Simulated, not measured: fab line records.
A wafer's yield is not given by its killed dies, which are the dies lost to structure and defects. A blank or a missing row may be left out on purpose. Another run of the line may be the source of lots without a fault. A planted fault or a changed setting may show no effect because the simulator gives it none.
The same fault as seen by 2 desks / flow n5-finfet / each desk has only its own numbers; what lay behind them comes last

== METROLOGY DESK ==
What the gauges read, lot by lot, whatever tool the lot ran on: means of the sampled wafers that have a number. Marked OUT: a lot whose mean sits more than 4 standard deviations from the usual mean, which makes it out of limits; the brackets give that distance. Of its 10 readings 7 are shown: those that lie furthest out on some lot.
Columns: A = DIBL_N at N5_BEOL_M4_RC_MEAS_101, usual 36.0 mV/V; B = IOFF_P at N5_BEOL_M4_RC_MEAS_101, usual 0.21 nA/um; C = ION_N at N5_BEOL_M4_RC_MEAS_101, usual 671 uA/um; D = ION_P at N5_BEOL_M4_RC_MEAS_101, usual 461 uA/um; E = SS_N at N5_BEOL_M4_RC_MEAS_101, usual 71.5 mV/dec; F = VT_N at N5_BEOL_M4_RC_MEAS_101, usual 251 mV; G = VT_P at N5_BEOL_M4_RC_MEAS_101, usual -250 mV
lot=L291; first seen here=day 8 21:15; A=33.9; B=0.18; C=655; D=449; E=71.9; F=254; G=-253
lot=L293; first seen here=day 9 14:58; A=35.2; B=0.22; C=665; D=458; E=71.6; F=251; G=-248
lot=L297; first seen here=day 10 07:52; A=37.6; B=0.22; C=677; D=463; E=71.7; F=252; G=-251
lot=L301; first seen here=day 11 11:53; A=35.1; B=0.18; C=667; D=453; E=71.3; F=253; G=-254
lot=L302; first seen here=day 11 20:52; A=39.2; B=0.25; C=680; D=468; E=72.0; F=247; G=-248
lot=L306; first seen here=day 12 07:01; A=36.9; B=0.21; C=684; D=457; E=71.7; F=247; G=-252
lot=L305; first seen here=day 12 11:42; A=35.3; B=0.22; C=671; D=466; E=71.6; F=249; G=-249
lot=L307; first seen here=day 13 13:41; A=38.0; B=0.23; C=670; D=460; E=71.8; F=250; G=-251
lot=L313; first seen here=day 14 06:51; A=35.5; B=0.18; C=680; D=465; E=70.9; F=252; G=-256
Finding of this desk: none of the 9 lots has anything out of limits.

== TOOL OWNER'S DESK, rie-diel-03 ==
The tool's own readings at N5_GATE_CUT_ETCH_58 (etches SiNx in CH3F/O2, target depth 17 nm, time 128.6 s): means of the sampled wafers that have a number, for each lot that ran on this tool. Marked OUT: a lot whose mean sits more than 4 standard deviations from the usual mean, which makes it out of limits; the brackets give that distance.
Columns: A = bias-w at N5_GATE_CUT_ETCH_58, usual 21.00 W; B = drypump-motor-current-A at N5_GATE_CUT_ETCH_58, usual 5.6 A; C = oes-product-au at N5_GATE_CUT_ETCH_58, usual 0.80 a.u.; D = rf-vpp-V at N5_GATE_CUT_ETCH_58, usual 99.2 V; E = showerhead-plenum-p-Torr at N5_GATE_CUT_ETCH_58, usual 2.00 Torr; F = throttle-valve-pct at N5_GATE_CUT_ETCH_58, usual 16.36 %
lot=L291; first seen here=day 4 15:56; A=21.01; B=5.7; C=0.79; D=99.8; E=1.98; F=16.52
lot=L301; first seen here=day 7 05:33; A=20.99; B=5.6; C=0.77; D=99.8; E=2.01; F=16.45
lot=L302; first seen here=day 7 11:39; A=20.93; B=5.7; C=0.83; D=99.8; E=2.06; F=16.40
lot=L305; first seen here=day 8 05:19; A=16.45 (-69) OUT; B=5.3; C=0.80; D=85.2 (-16) OUT; E=2.09; F=16.37
lot=L306; first seen here=day 8 12:35; A=16.50 (-68) OUT; B=5.7; C=0.87; D=85.0 (-16) OUT; E=2.05; F=16.24
lot=L307; first seen here=day 8 14:13; A=16.40 (-70) OUT; B=5.3; C=0.81; D=84.7 (-16) OUT; E=2.03; F=16.24
This desk's finding: out of limits on L305, L306, L307; first on L305, day 8 05:19 (bias-w at N5_GATE_CUT_ETCH_58). In limits: L291, L301, L302.

== TAKEN TOGETHER ==
At day 8 05:19, on L305, L306, L307, the tool owner's desk was in a position to raise an alarm.
From the metrology desk's view, nothing was out of limits.
The metrology desk has L305, L306, L307 on record, within its limits.
The lots listed all ran N5_GATE_CUT_ETCH_58 on rie-diel-03.

== WHAT THE SIMULATOR PUT IN ==
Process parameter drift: rie-diel-03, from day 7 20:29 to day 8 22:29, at N5_GATE_CUT_ETCH_58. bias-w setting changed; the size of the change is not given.
Lots struck among those shown: L305, L306, L307.
Hours from the fault's start to each desk's first reading out of limits: the tool owner's desk, 9.
